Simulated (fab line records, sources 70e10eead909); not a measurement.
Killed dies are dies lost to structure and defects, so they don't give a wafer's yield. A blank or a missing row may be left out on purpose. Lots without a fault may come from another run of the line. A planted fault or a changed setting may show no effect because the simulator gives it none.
A struck lot beside a sound one | flow nand_harc | 15 steps out of a route of 1302
Sound: wafers L689.1, L689.2, L689.6. Struck: wafers L694.1, L694.3, L694.4. The cause comes at the end.
At each step with rows: each side's tool, then ch and its chambers, then its first start. Under that, the readings that differ: sound wafers | struck wafers | difference of the means | sigmas: that difference in standard deviations of wafers without a fault.
alike: readings whose means differ by less than 2 such deviations, and words and numbers that are the same on both sides. not compared: withheld readings, readings that some wafer has no value for, bounds like >300 that may hide the same value, and numbers for which the record gives no deviation and whose values overlap.
The two part at a step that has a row with sigmas, a row that says differs or no value, or rows on one side only. Numbers that don't overlap but have no deviation are shown without sigmas and don't part them. A reading that every wafer of one side lacks parts them only if that side has two wafers or more.

first, 1 step without rows for these wafers: NHARC_P_GATE_DEVELOP_90 (time 70 s).
NHARC_P_GATE_CD_MEAS_91: target cd 2000 nm.
  sound on cd_sem-03 ch 0, day 7 01:43; struck on cd_sem-03 ch 0, day 9 02:39
  alike: cd_nm
then, 1 step without rows for these wafers: NHARC_P_GATE_HARDBAKE_92 (time 80 s).
NHARC_P_GATE_DESCUM_93: chemistry O2, time 3 s.
  sound on rie_diel-06 ch 0,2,3, day 7 01:53; struck on rie_diel-06 ch 0,1,3, day 9 02:49
  alike: drypump_motor_current_A, o2_flow_sccm, oes_product_au, rf_vpp_V, showerhead_plenum_p_Torr, throttle_valve_pct
  not compared: rf_hours_counter_h
then, 1 step without rows for these wafers: NHARC_P_GATE_IMPLANT_94.
NHARC_P_GATE_STRIP_113: strips in N2/H2, time 740 s.
  sound on plasma_asher-02 ch 0,1, day 7 02:14; struck on plasma_asher-02 ch 0,1, day 9 03:11
  alike: drypump_motor_current_A, heater_power_w
  not compared: rf_hours_counter_h
NHARC_P_GATE_STRIP_95: strips in O2.
  sound on plasma_asher-02 ch 0,1, day 7 02:58; struck on plasma_asher-02 ch 0,1, day 9 03:54
  alike: drypump_motor_current_A, heater_power_w
  not compared: rf_hours_counter_h
then, 1 step without rows for these wafers: NHARC_P_GATE_STRIP_96 (strips in SPM, time 900 s).
NHARC_P_GATE_RTA_64: time 1 s.
  sound on rtp_anneal-01 ch 0, day 7 03:31; struck on rtp_anneal-02 ch 0, day 9 04:28
  reading            | sound          | struck         | difference | sigmas
  lamp_power_pct (%) | 36.1 36.1 36.0 | 37.4 37.4 37.5 | +1.4       | +2
  alike: wafer_temp_C_max
then, 1 step without rows for these wafers: NHARC_P_GATE_ETCH_77 (etches SiO2 in dHF, target depth 6 nm).
NHARC_P_GATE_DEGAS_109: time 60 s.
  sound on pvd_sputter-01, day 7 03:50; struck on pvd_sputter-03, day 9 04:46
  alike: heater_power_w
then, 1 step without rows for these wafers: NHARC_P_GATE_PRE_CLEAN_110 (time 30 s).
NHARC_P_GATE_SPUTTER_78: material Ni, target thk 10 nm.
  sound on pvd_sputter-01, day 7 03:55; struck on pvd_sputter-03, day 9 05:06
then, 1 step without rows for these wafers: NHARC_P_GATE_SPUTTER_79 (material TiN, target thk 10 nm).
-- the record jumps here: 18 days lie between the struck wafers' starts before and after (it left off in module P_GATE and takes up again in module END, whose first step shown is number 1302 of the route) --
NHARC_END_SORT_01:
  sound on prober-02 ch 0, day 26 15:57; struck on prober-01 ch 0, day 27 16:25
  alike: killed_at_array, killed_at_other, killed_at_periphery, killed_dies, killed_open, killed_short

WHERE THEY PART
Only at NHARC_P_GATE_RTA_64, within this record. Later steps at which nothing parts them and some readings are alike: NHARC_P_GATE_DEGAS_109, NHARC_END_SORT_01.

WHY: what the simulator had put in
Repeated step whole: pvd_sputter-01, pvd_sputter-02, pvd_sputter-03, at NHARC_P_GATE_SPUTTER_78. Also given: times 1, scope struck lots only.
